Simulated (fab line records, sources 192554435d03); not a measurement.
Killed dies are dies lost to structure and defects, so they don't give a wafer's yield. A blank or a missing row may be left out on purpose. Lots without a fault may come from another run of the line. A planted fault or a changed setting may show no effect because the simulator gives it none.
fab line records | flow n5_finfet
record lots=4 wafers=12 last_day=16
route steps=1938 shown HKMG_FIN@401 BEOL_M4@1111 PASSIVATION@1936
lots that met no fault: from a run of the same line without faults
start_h: hours from the record's first day to the start of the lot's first wafer shown | wait_h: hours since the lot's step before | " the same as in the row above | L1.1+2: a row that stands for several wafers | - no value, or no start given | * or withheld: withheld | < > ~ a bound
route shown NAME@n: a module of which the file shows steps, and the number in the route of the first | usual: mean/standard deviation of fault-free wafers | same: alike in all rows | chamber/n: place in a boat | sites: the reading at each site | _std_site: their standard deviation | _edge_site: outer sites' mean less inner sites' | radius_mm: how far each site lies from the wafer's centre | mask NAME#n: copy n | behind: the tool/chamber that last shaped the wafer | hold: why the lot was held/for how many hours/how that ended | device: the transistor (n, p or np) that didn't switch | end of line: the same wafers' tests at the end of the route | a step without rows: its recipe alone | killed: dies lost to structure and defects at the first sort, not the wafer's yield | map: a wafer's dies, x killed, . not, _ none there
set.NAME: the setting as run; set.NAME@STEP: as run at that earlier step | model.NAME: the simulator's own value behind a step, which no gauge read
lots at some steps of the route; a table a step, a row a wafer
services: from which hour (start_h, from the record's first day; less than 0 if before it) a tool's chamber was out of use, for how many hours, and why
## steps
# step N5_HKMG_FIN_DESCUM_53
# recipe chemistry=O2 time_s=7.9 source_power_w=50 bias_power_w=20 pressure_mtorr=20 rf_frequency_hz=2.712e+07 temp_c=40 resist=CAR-ArF o2_flow_sccm=225
# step N5_HKMG_FIN_ETCH_54
# recipe chemistry=CF4 target=SiARC target_depth_a=455 mask_material=CAR-ArF time_s=75.8 ion_energy_ev=80 pressure_mtorr=40 source_w=545 bias_w=36 Ar_flow_sccm=100 cf4_flow_sccm=100 ends=cleared
# step N5_HKMG_FIN_ETCH_55
# recipe chemistry=N2/H2 target=SOC target_depth_a=2400 temp_c=40 time_s=300 ion_energy_ev=200 mask_material=SiARC pressure_mtorr=30 source_w=840 bias_w=150 n2_flow_sccm=200 h2_flow_sccm=200
# step N5_HKMG_FIN_STRIP_56
# recipe chemistry=N2/H2 temp_c=40 n2_flow_sccm=200 h2_flow_sccm=200 rf_frequency_hz=6e+07
# step N5_HKMG_FIN_STRIP_57
# recipe chemistry=CF4 resist=SiARC power_w=300 bias_power_w=75 pressure_mtorr=50 cf4_flow_sccm=150 rf_frequency_hz=6e+07
# step N5_HKMG_FIN_ETCH_58
# recipe chemistry=N2/H2 target=SOC target_depth_a=2158 ion_energy_ev=50 bias_w=13 time_s=741 pressure_mtorr=30 source_w=875 n2_flow_sccm=200 h2_flow_sccm=200
# step N5_HKMG_FIN_STRIP_93
# recipe chemistry=N2/H2 material=SOC time_s=20 power_w=500 temp_c=40 pressure_mtorr=50 rf_frequency_hz=6e+07 bias_power_w=8 h2_frac=0.5 n2_flow_sccm=300 h2_flow_sccm=300
# step N5_HKMG_FIN_WET_ETCH_76
# recipe chemistry=dNH4OH mix=1:50 temp_c=25 target=Al2O3 stop_on=La2O3 target_depth_nm=2.25 dry=ipa_marangoni rinse_time_s=30 rinse_temp_c=23
# step N5_HKMG_FIN_STRIP_60
# recipe chemistry=N2/H2 power_w=2500 temp_c=300 h2_frac=0.65 time_s=360 pressure_mtorr=withheld n2_flow_sccm=1750 h2_flow_sccm=3250
# step N5_HKMG_FIN_WET_ETCH_77
# recipe chemistry=dHCl mix=1:10000 temp_c=25 target=La2O3 stop_on=HfO2 target_depth_nm=2
# step N5_HKMG_FIN_WET_ETCH_78
# recipe chemistry=dNH4OH mix=1:50 temp_c=25 target=Al2O3 stop_on=La2O3 target_depth_nm=4.5 dry=ipa_marangoni rinse_time_s=30 rinse_temp_c=23
# step N5_HKMG_FIN_ALD_79
# recipe material=TiN target_thk_a=15 temp_c=400 ald_precursor_family=TiCl4 ald_co_reactant=NH3 pulse_time_s=1 purge_time_s=3 co_reactant_purge_time_s=2 co_reactant_pulse_time_s=2 ald_cycles=68 pressure_torr=3
# step N5_HKMG_FIN_CVD_62
# recipe material=a-Si target_thk_a=30 temp_c=500 precursor=Si2H6 pressure_torr=1 time_s=20.8
# usual heater_power_w=1398/180 susceptor_temp_C=500.00/0.27
# columns lot.wafer tool chamber start_h wait_h heater_power_w susceptor_temp_C model.a-Si_of_HKMG_FIN_CVD_62.thk_nm
L240.1 thermal_cvd_si-02 1 114.31 0.2 1345 513.92 4.4
L240.4 " 2 " " 1669 514.23 4.6
L240.5 " 0 " " 1209 513.95 4.6
L242.1 thermal_cvd_si-02 2 125.34 0.2 1697 513.79 4.4
L242.4 " 2 " " 1683 513.75 4.4
L242.6 " 0 " " 1238 514.55 4.4
L250.2 thermal_cvd_si-01 0 171.30 0.2 1337 500.09 3
L250.3 " 1 " " 1706 500.04 3
L250.4 " 0 " " 1296 500.04 3
L253.1 thermal_cvd_si-02 1 188.79 0.2 1236 500.53 2.8
L253.2 " 2 " " 1578 499.95 2.8
L253.4 " 1 " " 1221 500.33 2.8
# step N5_HKMG_FIN_RTA_80
# recipe temp_c=withheld time_s=2 ambient=N2 idle_temp_c=600 ramp_up_c_per_s=150 ramp_down_c_per_s=60 cool_to_c=600
# step N5_HKMG_FIN_PRECLEAN_64
# recipe chemistry=dHF time_s=30 temp_c=25 dilution=withheld
# step N5_HKMG_FIN_WET_ETCH_65
# recipe chemistry=TMAH temp_c=70 conc_wt_pct=5 target=a-Si stop_on=TiN time_s=49 target_depth_nm=3
# step N5_HKMG_FIN_WET_ETCH_81
# recipe chemistry=SC1 target=TiN stop_on=HfO2 mix=1:1:5 temp_c=60 time_s=57 target_depth_nm=6
# step N5_HKMG_FIN_WET_ETCH_82
# recipe chemistry=dHCl mix=1:10000 temp_c=25 target=La2O3 stop_on=HfO2 target_depth_nm=2 dry=ipa_marangoni rinse_time_s=30 rinse_temp_c=23
# step N5_HKMG_FIN_ALD_36
# recipe material=TiN target_thk_a=10 temp_c=400 ald_precursor_family=TiCl4 ald_co_reactant=NH3 pulse_time_s=1 purge_time_s=3 co_reactant_purge_time_s=2 co_reactant_pulse_time_s=2 ald_cycles=47 pressure_torr=3
# step N5_HKMG_FIN_PWFM_ALD_03
# recipe material=TiN target_thk_a=20 temp_c=400 ald_precursor_family=TiCl4 ald_co_reactant=NH3 pulse_time_s=1 purge_time_s=3 co_reactant_purge_time_s=2 co_reactant_pulse_time_s=2 ald_cycles=91 pressure_torr=3
# step N5_HKMG_FIN_COAT_29
# recipe resist=SOC temp_c=250 time_s=60 spin_rpm=1500 resist_thk_nm=300
# step N5_HKMG_FIN_COAT_30
# recipe resist=SiARC temp_c=220 time_s=60 spin_rpm=1500 resist_thk_nm=35
# step N5_HKMG_FIN_COAT_06
# recipe resist=CAR-ArF spin_rpm=1500 resist_thk_nm=90
# step N5_HKMG_FIN_EBR_08
# recipe solvent=PGMEA ebr_width_mm=1.5
# step N5_HKMG_FIN_SOFTBAKE_07
# recipe temp_c=110 time_s=60 resist=CAR-ArF
# step N5_HKMG_FIN_EXPOSE_09
# recipe mask_id=NWFM na=1.35 source_shape=conventional sigma_outer=0.8 polarization=unpolarized dose_mj=39.25
# step N5_HKMG_FIN_PEB_10
# recipe peb_temp_c=withheld peb_time_s=60 resist=CAR-ArF
# step N5_HKMG_FIN_DEVELOP_11
# recipe develop_time_s=30 developer=TMAH resist=CAR-ArF dev_temp_c=23 rinse_liquid=diw dry=air_spin
# step N5_HKMG_FIN_DESCUM_17
# recipe chemistry=O2 time_s=7.9 source_power_w=50 bias_power_w=20 pressure_mtorr=20 rf_frequency_hz=2.712e+07 temp_c=40 resist=CAR-ArF o2_flow_sccm=225
# step N5_HKMG_FIN_ETCH_31
# recipe chemistry=CF4 target=SiARC target_depth_a=455 mask_material=CAR-ArF time_s=75.8 ion_energy_ev=80 pressure_mtorr=40 source_w=545 bias_w=36 Ar_flow_sccm=100 cf4_flow_sccm=100 ends=cleared
# step N5_HKMG_FIN_ETCH_32
# recipe chemistry=N2/H2 target=SOC target_depth_a=2400 temp_c=40 time_s=300 ion_energy_ev=200 mask_material=SiARC pressure_mtorr=30 source_w=840 bias_w=150 n2_flow_sccm=200 h2_flow_sccm=200
# step N5_HKMG_FIN_STRIP_33
# recipe chemistry=N2/H2 temp_c=40 n2_flow_sccm=200 h2_flow_sccm=200 rf_frequency_hz=6e+07
# step N5_HKMG_FIN_STRIP_34
# recipe chemistry=CF4 resist=SiARC power_w=300 bias_power_w=75 pressure_mtorr=50 cf4_flow_sccm=150 rf_frequency_hz=6e+07
# step N5_HKMG_FIN_ETCH_35
# recipe chemistry=N2/H2 target=SOC target_depth_a=2158 ion_energy_ev=65 bias_w=5 source_w=3000 time_s=243.4 pressure_mtorr=30 n2_flow_sccm=200 h2_flow_sccm=200
# step N5_HKMG_FIN_STRIP_92
# recipe chemistry=N2/H2 material=SOC time_s=20 power_w=500 temp_c=40 pressure_mtorr=50 rf_frequency_hz=6e+07 bias_power_w=8 h2_frac=0.5 n2_flow_sccm=300 h2_flow_sccm=300
# step N5_HKMG_FIN_WET_ETCH_18
# recipe chemistry=SC1 target=TiN mix=1:1:5 temp_c=* time_s=55 target_depth_nm=5.2 dry=ipa_marangoni rinse_time_s=30 rinse_temp_c=23
# step N5_HKMG_FIN_STRIP_19
# recipe chemistry=N2/H2 power_w=2500 temp_c=300 h2_frac=0.65 time_s=360 pressure_mtorr=withheld n2_flow_sccm=1750 h2_flow_sccm=3250
# step N5_HKMG_FIN_ALD_91
# recipe material=TiN target_thk_a=10 temp_c=400 ald_precursor_family=TiCl4 ald_co_reactant=NH3 pulse_time_s=1 purge_time_s=3 co_reactant_purge_time_s=2 co_reactant_pulse_time_s=2 ald_cycles=47 pressure_torr=3
# step N5_BEOL_M4_RC_MEAS_101
# usual DIBL_N=35.8/1.6 DIBL_P=36.0/2.1 EOT_P=10.48/0.088 IGATE_P=0.0038/0.0005 IOFF_N=0.153/0.026 IOFF_N_85C=3.0/0.44 IOFF_N_LIN=0.072/0.011 IOFF_N_LONG=5.5e-05/3e-06 IOFF_P=0.21/0.037 IOFF_P_85C=3.6/0.55 IOFF_P_LIN=0.100/0.014 IOFF_P_LONG=0.000108/9.6e-06 ION_N=673/11 ION_P=462/7.6 SS_N=71.4/0.53 SS_P=73.2/0.67 VT_N=250/3.2 VT_N_LONG=274.6/2.2 VT_N_LVT=99/3.3 VT_P=-250/3.7 VT_P_LONG=-275/3.1 VT_P_LVT=-99/3.2
# columns lot.wafer tool chamber start_h wait_h DIBL_N[mV/V] DIBL_P[mV/V] EOT_P IGATE_P[nA/um] IOFF_N[nA/um] IOFF_N_85C[nA/um] IOFF_N_LIN[nA/um] IOFF_N_LONG[nA/um] IOFF_P[nA/um] IOFF_P_85C[nA/um] IOFF_P_LIN[nA/um] IOFF_P_LONG[nA/um] ION_N[uA/um] ION_P[uA/um] SS_N[mV/dec] SS_P[mV/dec] VT_N[mV] VT_N_LONG[mV] VT_N_LVT[mV] VT_P[mV] VT_P_LONG[mV] VT_P_LVT[mV]
L240.1 prober-02 0 207.46 0.0 35.2 37.5 10.83 0.0008 0.001 0.0 0.000 2.4e-05 2.21 26.4 1.040 0.000466 351 551 72.0 74.0 394 423.7 245 -184 -227 -34
L240.4 " 0 " " 36.6 37.9 10.93 0.0007 0.001 0.0 0.000 2.5e-05 2.24 26.3 1.034 0.000471 357 547 71.9 73.9 397 422.0 244 -186 -228 -35
L240.5 " 0 " " 36.3 37.8 10.76 0.0007 0.001 0.0 0.000 2.5e-05 2.17 26.1 1.021 0.00047 360 546 71.9 73.8 401 423.7 245 -185 -228 -35
L242.1 prober-02 0 211.04 0.0 34.6 35.4 10.82 0.0007 0.002 0.1 0.001 2.2e-05 1.20 15.9 0.582 0.000336 409 527 71.1 73.5 369 391.1 216 -200 -239 -48
L242.4 " 0 " " 34.9 34.2 10.85 0.0007 0.002 0.1 0.001 2.2e-05 1.12 14.9 0.563 0.000337 413 526 71.1 73.1 374 393.7 217 -199 -237 -50
L242.6 " 0 " " 34.1 34.6 10.89 0.0006 0.002 0.1 0.001 2.2e-05 1.13 14.8 0.560 0.000339 407 521 71.3 72.9 371 392.9 217 -201 -236 -49
L250.2 prober-02 0 269.44 0.2 37.0 35.1 10.43 0.0050 0.148 2.9 0.067 5.4e-05 0.20 3.5 0.095 0.000106 672 463 71.8 72.9 253 275.3 102 -249 -276 -103
L250.3 " 0 " " 37.1 35.6 10.54 0.0036 0.150 3.0 0.069 5.4e-05 0.21 3.7 0.097 0.000102 667 461 71.5 73.4 250 278.0 102 -252 -276 -102
L250.4 " 0 " " 36.5 35.2 10.43 0.0037 0.145 2.9 0.067 5.5e-05 0.20 3.5 0.095 0.000104 675 463 71.8 73.5 251 274.4 103 -249 -275 -103
L253.1 prober-01 0 289.30 0.0 38.0 39.5 10.53 0.0038 0.183 3.4 0.082 5.1e-05 0.24 4.1 0.111 9.7e-05 679 465 72.1 74.6 252 275.2 98 -250 -277 -100
L253.2 " 0 " " 39.4 40.2 10.49 0.0033 0.217 4.0 0.094 5.2e-05 0.27 4.5 0.118 9.5e-05 695 469 72.5 74.8 249 274.3 95 -250 -277 -98
L253.4 " 0 " " 36.0 35.2 10.57 0.0038 0.145 2.8 0.067 5.3e-05 0.18 3.1 0.087 9.6e-05 667 454 71.4 73.5 251 277.0 101 -254 -276 -105
# step N5_PASSIVATION_PROBE_49
# usual defect_limited_yield=91.3/1.5 killed_at_M0_to_M3=33/12 killed_at_M4_up=13/5.2 killed_at_contacts=13/6.7 killed_at_front_end=40/11 killed_at_other=4.1/2.7 killed_dies=103/17 killed_open=69/13 killed_short=33/8.4 sort_bin_4_leakage=0/0 sort_bin_5_function=5.1/1 sort_bin_6_memory=3.2/0.62 sort_bin_8_speed=0.00/0.014 sort_n_pass=1077/17 sort_yield_pct=91.3/1.5
# same gross_dies=1180 killed_at_back_side=0
# columns lot.wafer tool chamber start_h wait_h defect_limited_yield[%] killed_at_M0_to_M3 killed_at_M4_up killed_at_contacts killed_at_front_end killed_at_other killed_dies killed_open killed_short sort_bin_4_leakage[%] sort_bin_5_function[%] sort_bin_6_memory[%] sort_bin_8_speed[%] sort_n_pass sort_yield_pct[%]
L240.1 prober-02 - 315.20 0.0 92.6 33 10 4 34 6 87 57 29 92.63 4.6 2.7 0 0 0
L240.4 prober-02 - 315.35 0.2 92.6 30 8 12 28 9 87 57 27 92.63 4.9 2.2 0 0 0
L240.5 prober-02 - 315.40 0.2 89.6 45 12 9 53 4 123 82 40 89.58 5.6 4.5 0 0 0
L242.1 prober-02 - 319.35 0.0 91.7 30 9 26 31 2 98 64 32 91.61 4.8 3.2 0.08 0 0
L242.4 prober-02 - 319.50 0.2 87.5 47 11 17 71 1 147 91 54 87.54 8.1 4.2 0 0 0
L242.6 prober-02 - 319.60 0.3 91.0 24 21 7 53 1 106 74 31 91.02 4.7 4.2 0 0 0
L250.2 prober-02 - 382.43 0.1 89.7 52 13 7 45 4 121 79 40 0 5.8 4.0 0 1059 89.7
L250.3 prober-02 - 382.48 0.1 88.7 58 9 9 54 3 133 87 44 0 6.4 4.4 0 1047 88.7
L250.4 prober-02 - 382.53 0.2 87.0 76 9 7 56 5 153 94 56 0 8.0 4.8 0 1027 87.0
L253.1 prober-01 - 395.00 0.0 90.8 27 8 13 55 5 108 62 44 0 5.7 2.6 0 1072 90.8
L253.2 prober-01 - 395.05 0.1 91.0 28 7 18 46 7 106 61 40 0 4.6 3.6 0 1074 91.0
L253.4 prober-01 - 395.15 0.2 89.7 34 16 22 48 2 122 88 32 0 6.2 3.6 0 1058 89.7
# killed by level:class
L240.1 BEOL_M0_SAQP:geometric_particle:open=8 FIN_SAQP:geometric_particle:short=7 DUMMY_GATE:geometric_particle:open=7 BEOL_M1:geometric_particle:open=7 STI_FIN_REVEAL:geometric_particle:open=6 BEOL_M2:geometric_particle:open=6 FIN_SAQP:geometric_particle:open=5 BEOL_M0_SAQP:geometric_particle:short=4
L240.4 MOL_CONTACT_COAG:geometric_particle:open=10 BEOL_M0_SAQP:geometric_particle:open=8 BEOL_M1:geometric_particle:open=7 FIN_SAQP:geometric_particle:open=6 BEOL_M0_SAQP:geometric_particle:short=6 GATE_CUT:geometric_particle:short=5 FIN_SAQP:geometric_particle:short=4 DUMMY_GATE:geometric_particle:open=4
L240.5 BEOL_M0_SAQP:geometric_particle:short=14 BEOL_M0_SAQP:geometric_particle:open=11 FIN_SAQP:geometric_particle:open=10 BEOL_M1:geometric_particle:open=10 FIN_SAQP:geometric_particle:short=8 STI_FIN_REVEAL:geometric_particle:open=8 MOL_CONTACT_COAG:geometric_particle:open=8 DUMMY_GATE:geometric_particle:open=7
L242.1 MOL_CONTACT_COAG:geometric_particle:open=21 BEOL_M2:geometric_particle:open=14 FIN_SAQP:geometric_particle:open=7 FIN_SAQP:geometric_particle:short=6 MOL_CONTACT_COAG:geometric_particle:short=5 BEOL_M0_SAQP:geometric_particle:short=5 STI_FIN_REVEAL:geometric_particle:short=3 BEOL_M1:geometric_particle:open=3
L242.4 FIN_SAQP:geometric_particle:short=24 FIN_SAQP:geometric_particle:open=21 MOL_CONTACT_COAG:geometric_particle:open=13 STI_FIN_REVEAL:geometric_particle:open=12 BEOL_M0_SAQP:geometric_particle:open=10 BEOL_M0_SAQP:geometric_particle:short=10 BEOL_M3:geometric_particle:open=8 BEOL_M2:geometric_particle:open=7
L242.6 FIN_SAQP:geometric_particle:open=17 BEOL_M4:geometric_particle:open=14 FIN_SAQP:geometric_particle:short=10 BEOL_M2:geometric_particle:open=7 GATE_CUT:geometric_particle:open=6 STI_FIN_REVEAL:geometric_particle:open=6 MOL_CONTACT_COAG:geometric_particle:open=5 BEOL_M0_SAQP:geometric_particle:open=5
L250.2 BEOL_M0_SAQP:geometric_particle:open=18 STI_FIN_REVEAL:geometric_particle:open=12 BEOL_M2:geometric_particle:open=8 BEOL_M0_SAQP:geometric_particle:short=6 BEOL_M3:geometric_particle:open=6 MOL_CONTACT_COAG:geometric_particle:short=5 STARTING-WAFER:geometric_particle:open=5 STI_FIN_REVEAL:geometric_particle:short=4
L250.3 BEOL_M0_SAQP:geometric_particle:open=16 BEOL_M0_SAQP:geometric_particle:short=14 FIN_SAQP:geometric_particle:short=12 FIN_SAQP:geometric_particle:open=11 BEOL_M3:geometric_particle:open=10 BEOL_M0:geometric_particle:open=7 STI_FIN_REVEAL:geometric_particle:open=7 MOL_CONTACT_COAG:geometric_particle:open=7
L250.4 BEOL_M0_SAQP:geometric_particle:short=27 BEOL_M0_SAQP:geometric_particle:open=18 STI_FIN_REVEAL:geometric_particle:open=15 FIN_SAQP:geometric_particle:short=10 BEOL_M3:geometric_particle:open=9 BEOL_M1:geometric_particle:open=8 DUMMY_GATE:geometric_particle:open=8 FIN_SAQP:geometric_particle:open=7
L253.1 FIN_SAQP:geometric_particle:open=12 MOL_CONTACT_COAG:geometric_particle:open=12 FIN_SAQP:geometric_particle:short=11 GATE_CUT:geometric_particle:short=10 DUMMY_GATE:geometric_particle:open=8 BEOL_M0_SAQP:geometric_particle:short=6 BEOL_M0:geometric_particle:open=5 BEOL_M1:geometric_particle:open=5
L253.2 MOL_CONTACT_COAG:geometric_particle:open=12 FIN_SAQP:geometric_particle:open=6 STI_FIN_REVEAL:geometric_particle:open=6 DUMMY_GATE:geometric_particle:open=6 GATE_CUT:geometric_particle:short=5 MOL_CONTACT_COAG:geometric_particle:short=5 BEOL_M1:geometric_particle:short=5 BEOL_M3:geometric_particle:open=5
L253.4 MOL_CONTACT_COAG:geometric_particle:open=19 BEOL_M2:geometric_particle:open=11 ILD0:geometric_particle:open=7 BEOL_M1:geometric_particle:open=7 FIN_SAQP:geometric_particle:short=6 DUMMY_GATE:geometric_particle:open=6 ILD0:geometric_particle:short=6 BEOL_M4:geometric_particle:open=5
# map L240.5 (x killed, . not)
_________________x.x..x......________________
______________.......x.........._____________
___________.x.....x...x............__________
__________x...x...x......x.......x.._________
________......x.......x........x.....x_______
_______.x.x..............x.......x.....______
______.x...................xx........x.._____
_____.....x..............................____
____....x..x..............................___
___x..x.xx...............x....x.x..........__
___........................................__
__..x..x......x..........................xx._
__...x....x......x...x.....x......x.x...x..._
_..x..................x....x..x.x...xx.......
_...xx.....................................x.
_............x...x....x......................
_..................x.........................
_...x..........x.................xx......x...
_......x.........x...........................
_...........x....x.x...x...........x.......x.
_.............x.............x....x...........
__......x.x.xx..........................x..._
__........xx....x.........................x._
___...........................x..........x.__
___..........................x..x.........x__
____....................x...........x...x.___
_____........x...........xx.x......x.....____
______x.x..x.....x......................_____
_______x......x.......x............x..x______
________xxx...x............x.........x_______
__________............x.....x......._________
___________...x....x..........x....__________
______________.........x......x._____________
_________________...x...x....________________
# map L242.4 (x killed, . not)
_________________x........xx.________________
______________.x.........x...x.x_____________
___________.x........x.........x.x.__________
__________........x......x..x.x....._________
________........................x....x_______
_______...x............................______
______..xx.x........................x..x_____
_____.......x...........xx...x.....x.x..x____
____......................................___
___x.....xx.x..x...x...x...............x...__
___........................x......x......xx__
__..............x......x.x......x.....x....._
__.....x......x.......x.x..................._
_.............x........x..x..x.......x..x....
_.........x...........x......x............x..
_....x......x...................x............
_................x..........x...xx...........
_............................x........x......
_.x.......x.........x.x...........x..x....x.x
_.x..........x.x........x...x...x..x.........
_...xx............xx.x............x......x..x
__...xxx......xxx...................x....xx._
__......x..x..x...x...x..x..............x..._
___............................x...x.....x.__
___...........x..x..........x..........x...__
____....x.........x.......................___
_____.x............x........x...........x____
______............x.......x............._____
_______..x...x...x.x.x............xx...______
________................x.......x....._______
__________..x...x....x........x....._________
___________x...x.........x.......xx__________
______________................x._____________
_________________x.x...x..x..________________
## services
# columns tool chamber start_h hours kind
thermal_cvd_si-02 - 102.19 6.0 pm
thermal_cvd_si-01 - 122.66 14.6 pm
thermal_cvd_si-02 - 123.35 0.4 repair
thermal_cvd_si-01 0 179.07 13.0 repair
## key
first_sign step=N5_HKMG_FIN_CVD_62 reading=susceptor_temp_C direction=up sigmas=51 usual=* struck=*
effect step=N5_BEOL_M4_RC_MEAS_101 reading=VT_N_LONG direction=up sigmas=59 usual=274.6 struck=407.8
effect step=N5_BEOL_M4_RC_MEAS_101 reading=IOFF_P_LIN direction=up sigmas=48 usual=0.100 struck=0.800
effect step=N5_BEOL_M4_RC_MEAS_101 reading=VT_N direction=up sigmas=42 usual=250 struck=384
effect step=N5_BEOL_M4_RC_MEAS_101 reading=VT_N_LVT direction=up sigmas=40 usual=99 struck=231
effect step=N5_BEOL_M4_RC_MEAS_101 reading=IOFF_P direction=up sigmas=39 usual=0.21 struck=1.68
effect step=N5_BEOL_M4_RC_MEAS_101 reading=IOFF_P_85C direction=up sigmas=31 usual=3.6 struck=20.7
effect step=N5_BEOL_M4_RC_MEAS_101 reading=IOFF_P_LONG direction=up sigmas=31 usual=0.000108 struck=0.000403
effect step=N5_BEOL_M4_RC_MEAS_101 reading=ION_N direction=down sigmas=27 usual=673 struck=383
effect step=N5_BEOL_M4_RC_MEAS_101 reading=VT_P_LVT direction=up sigmas=18 usual=-99 struck=-42
effect step=N5_BEOL_M4_RC_MEAS_101 reading=VT_P direction=up sigmas=16 usual=-250 struck=-193
effect step=N5_BEOL_M4_RC_MEAS_101 reading=VT_P_LONG direction=up sigmas=14 usual=-275 struck=-233
effect step=N5_BEOL_M4_RC_MEAS_101 reading=IOFF_N_LONG direction=down sigmas=11 usual=5.5e-05 struck=2.3e-05
effect step=N5_PASSIVATION_PROBE_49 reading=sort_bin_4_leakage direction=up sigmas=99+ usual=0 struck=90.83
model_effect step=N5_HKMG_FIN_CVD_62 value=a-Si_of_HKMG_FIN_CVD_62.thk_nm without=2.933 struck=4.467
met_at N5_HKMG_FIN_CVD_62
struck_wafers L240.1,L240.4,L240.5,L242.1,L242.4,L242.6
fault kind=process_parameter_drift tool=thermal_cvd_si-02 chamber=- onset_h=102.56 steps=N5_HKMG_FIN_CVD_62 channel=temp_c offset=* shape=step end_h=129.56 stated=*
